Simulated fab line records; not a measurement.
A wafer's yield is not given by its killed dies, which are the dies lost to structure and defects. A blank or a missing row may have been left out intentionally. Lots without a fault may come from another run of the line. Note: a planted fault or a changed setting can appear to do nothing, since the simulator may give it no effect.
2 desks, one fault ; flow n5_finfet ; what lay behind the numbers comes last; until then each desk has only its own

== THE METROLOGY DESK ==
What the gauges read for every lot (on any tool): the sampled wafers with a number, averaged. The brackets show how far a lot's mean lies from the usual mean; more than 4 standard deviations puts the lot out of limits, marked OUT. 7 of its 13 readings are shown: the first one out of limits and those lying furthest out on some lot.
Columns: A = HMC_CMP_THK at N5_PMOS_HMC_CHANNEL_EPI_THK_MEAS_22, usual 53.9 nm; B = thk_nm at N5_FIN_SAQP_THK_MEAS_05, usual 38.3 nm; C = CJ_P at N5_BEOL_M4_RC_MEAS_101, usual 5.78; D = DIBL_N at N5_BEOL_M4_RC_MEAS_101, usual 36.2 mV/V; E = ION_N at N5_BEOL_M4_RC_MEAS_101, usual 675 uA/um; F = ION_P at N5_BEOL_M4_RC_MEAS_101, usual 464 uA/um; G = VT_P at N5_BEOL_M4_RC_MEAS_101, usual -250 mV
lot;first seen here;A;B;C;D;E;F;G
L681;day 1 19:52;54.0;38.1;5.72;35.8;679;463;-249
L683;day 2 07:55;53.8;38.1;5.76;34.5;663;456;-254
L684;day 2 13:32;53.9;38.0;5.82;37.3;668;460;-252
L685;day 2 19:27;54.0;38.2;5.73;35.6;656;451;-254
L689;day 3 19:26;54.1;37.8;5.67;37.8;666;447;-257
L700;day 6 15:44;54.3;37.8;5.82;35.7;668;460;-251
L699;day 6 16:45;42.0 (-13) OUT;37.7;6.33;37.2;698;424 (-4.5) OUT;-251
L702;day 7 01:40;53.9;37.9;5.79;36.0;673;461;-252
L703;day 7 07:53;53.4;38.4;5.86;34.0;672;471;-249
This desk reports L699 out of limits; the earliest was L699 at day 6 16:45 (HMC_CMP_THK at N5_PMOS_HMC_CHANNEL_EPI_THK_MEAS_22). Within limits: L681, L683, L684, L685, L689, L700, L702, L703.

== THE TOOL OWNER'S DESK: rie_si-05 ==
The tool's own readings at N5_PMOS_HMC_CHANNEL_EPI_FIN_RECESS_16 (chemistry HBr/Cl2, target Si, target depth 54 nm, time 18 s): means of the sampled wafers that have a number, for each lot that ran on this tool. The brackets show how far a lot's mean lies from the usual mean; more than 4 standard deviations puts the lot out of limits, marked OUT.
Columns: A = drypump_motor_current_A at N5_PMOS_HMC_CHANNEL_EPI_FIN_RECESS_16, usual 5.5 A; B = oes_product_au at N5_PMOS_HMC_CHANNEL_EPI_FIN_RECESS_16, usual 0.992 a.u.; C = throttle_valve_pct at N5_PMOS_HMC_CHANNEL_EPI_FIN_RECESS_16, usual 35.37 %
lot;first seen here;A;B;C
L699;day 6 14:32;5.3;0.992;35.27
This desk's finding: nothing out of limits on the one lot.

== ALL TOGETHER ==
Metrology desk: alarm possible at day 6 16:45 on L699.
The desk of the tool owner found nothing out of limits.
The tool owner's desk has L699 on record, within its limits.
All the named lots went through N5_PMOS_HMC_CHANNEL_EPI_FIN_RECESS_16 on rie_si-05.

== WHAT HAD BEEN PUT IN BY THE SIMULATOR ==
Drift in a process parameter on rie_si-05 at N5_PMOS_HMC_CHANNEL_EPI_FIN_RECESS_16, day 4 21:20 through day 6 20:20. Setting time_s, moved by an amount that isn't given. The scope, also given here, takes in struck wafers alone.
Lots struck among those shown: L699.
Time in hours between the start of the fault and the first out-of-limits reading at each desk: metrology desk, 43.
